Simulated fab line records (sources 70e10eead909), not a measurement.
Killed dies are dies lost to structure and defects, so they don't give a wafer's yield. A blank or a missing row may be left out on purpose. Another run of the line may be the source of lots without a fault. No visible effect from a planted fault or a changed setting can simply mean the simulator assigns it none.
Matching of chambers    flow nand-harc    4 sister chambers for NHARC_A_STAIRCASE_TRIM_220 on rie-diel-06
The step chemistry O2, time 211.2 s. 8 wafers are shown with their chamber, then 12 later ones without.

== WAFERS WITH THEIR CHAMBER ==
wafer   chamber  showerhead-plenum-p-Torr (Torr)  drypump-motor-current-A (A)
L085.3  0        3.45                             6.3
L087.2  3        3.68                             5.3
L087.3  2        3.48                             5.3
L086.2  2        3.48                             5.3
L086.5  1        3.71                             5.4
L091.1  1        3.70                             5.4
L091.3  0        3.45                             6.3
L091.5  3        3.68                             5.4

== WAFERS WITH NO CHAMBER GIVEN ==
wafer   showerhead-plenum-p-Torr (Torr)  drypump-motor-current-A (A)
L092.1  3.45                             6.3
L092.2  3.47                             5.3
L092.4  3.68                             5.4
L093.1  3.70                             5.5
L093.2  3.68                             5.4
L093.3  3.47                             5.3
L094.1  3.44                             6.3
L094.3  3.47                             5.3
L094.5  3.44                             6.3
L097.1  3.44                             6.3
L097.2  3.70                             5.5
L097.3  3.47                             5.3

== EACH ONE'S CHAMBER ==
wafer   from the rows above  in truth
L092.1  0                    0
L092.2  2                    2
L092.4  3                    3
L093.1  1                    1
L093.2  3                    3
L093.3  2                    2
L094.1  0                    0
L094.3  2                    2
L094.5  0                    0
L097.1  0                    0
L097.2  1                    1
L097.3  2                    2
12 of 12 placed correctly. Left unplaced by these rows: 0. Number placed wrongly: 0.
How it was worked out, from the rows above alone: a wafer's distance from a chamber is the root of the sum, over the readings, of the square of ((its reading less the chamber's mean) divided by the reading's scatter). The wafer belongs to the nearest chamber; if the next one is less than 2 further off, it can't be placed. Each chamber's mean is taken over the wafers shown for it. The scatter: the root of (the sum of the squares of (reading less its chamber's mean) over the shown wafers, divided by (wafers less chambers)).
